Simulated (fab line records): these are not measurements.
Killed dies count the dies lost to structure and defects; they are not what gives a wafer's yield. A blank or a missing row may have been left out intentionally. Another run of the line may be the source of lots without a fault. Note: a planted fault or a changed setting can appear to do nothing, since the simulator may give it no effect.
Problem report in the 8D (eight disciplines) form, filled by code / flow nand harc / the parts of the form that need people (team, actions taken, sign-off) are left out

1. PROBLEM STATEMENT
run length s at NHARC_A_SGD_CUT_ETCH_58 reads a mean of 95.2 s on 3 wafers of 3 lots; wafers without a fault read 86.3 s with a standard deviation of 0.52. That puts it +17 standard deviations away from the usual mean.
The step: etches the open film in CF4, target depth 39 nm, time 65 s.
The first sign was on wafer L956.5 at day 16 00:53, on rie diel-04. The record holds 32 wafers of 11 lots with a number at this step. Rule for "out" (also "out of limits"): further than 4 standard deviations from the usual mean. All remaining wafers that have a number are taken as sound.

2. WHAT IT IS; WHAT IT IS NOT
question=which readings at this step | is=run length s | is not=drypump motor current A, oes product au, rf fwd power W, rf vpp V, showerhead plenum p Torr
question=which lots | is=L956, L958, L959 | is not=L948, L950, L951, L960, L962, L966, L967, L970
question=which wafers of those lots | is=L956.5, L958.6, L959.6 | is not=L956.1, L956.2, L958.1, L959.1, L959.2
question=read on which tools | is=rie diel-04 | is not=rie diel-03, rie diel-07
question=when | is=from day 16 00:53 | is not=up to then (11 sound wafers); but 18 sound wafers of L958, L959, L960, L962, L966, L967, L970 came after

3. SUSPECTS, AND WHAT RULES EACH OUT
Counting: if a tool at a process step up to the reading ran every lot that is out, it stays a suspect. Sound lots after the first of them don't rule it out here, since some wafers of a struck lot are sound.
- rie diel-04 at NHARC_A_SGD_CUT_DESCUM_14 (chemistry O2, time 3 s): kept. Ran every lot that is out, first one L956 (day 16 00:47); last sound lot up to then L950 (day 14 15:55).
- rie diel-04 at NHARC_A_SGD_CUT_ETCH_58 (etches the open film in CF4, target depth 39 nm, time 65 s): kept. Ran every lot that is out, first one L956 (day 16 00:53); last sound lot up to then L950 (day 14 15:59). Its own run length s readings are out on those wafers.
The count leaves rie diel-04 at NHARC_A_SGD_CUT_ETCH_58 and rie diel-04 at NHARC_A_SGD_CUT_DESCUM_14.

4. THE CAUSE (what the simulator had put in)
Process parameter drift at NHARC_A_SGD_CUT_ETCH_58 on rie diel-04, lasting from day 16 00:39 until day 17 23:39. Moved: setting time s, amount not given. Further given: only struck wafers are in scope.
Counting left 2 suspects, and this tool is among them.

5. THE EFFECT CHAIN, in route order
Rows list readings where the struck wafers' mean (over those with a number) sits beyond 3 standard deviations from the usual. Scope: only readings with a usual standard deviation given in the record; hours: median across lots of the time from each lot's start at the first step in this table that gives one to its start at this step; sigmas: change in usual standard deviations.
hours=0; step=NHARC_A_SGD_CUT_ETCH_58; reading=run length s; usual=86.3 s; on struck wafers=95.2; change=+8.9; sigmas=+17
Here are the process steps it includes:
- NHARC_A_SGD_CUT_ETCH_58: etches the open film in CF4, target depth 39 nm, time 65 s.
At these later measuring or inspecting steps, every struck wafer for which the step has a row has a number for every such reading, and none has moved that far: NHARC_END_SORT_01.

6. HOW IT WOULD HAVE BEEN CAUGHT EARLIER
The fault began at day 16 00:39; the first out-of-limits reading in this record came at day 16 00:53, 0 hours later.
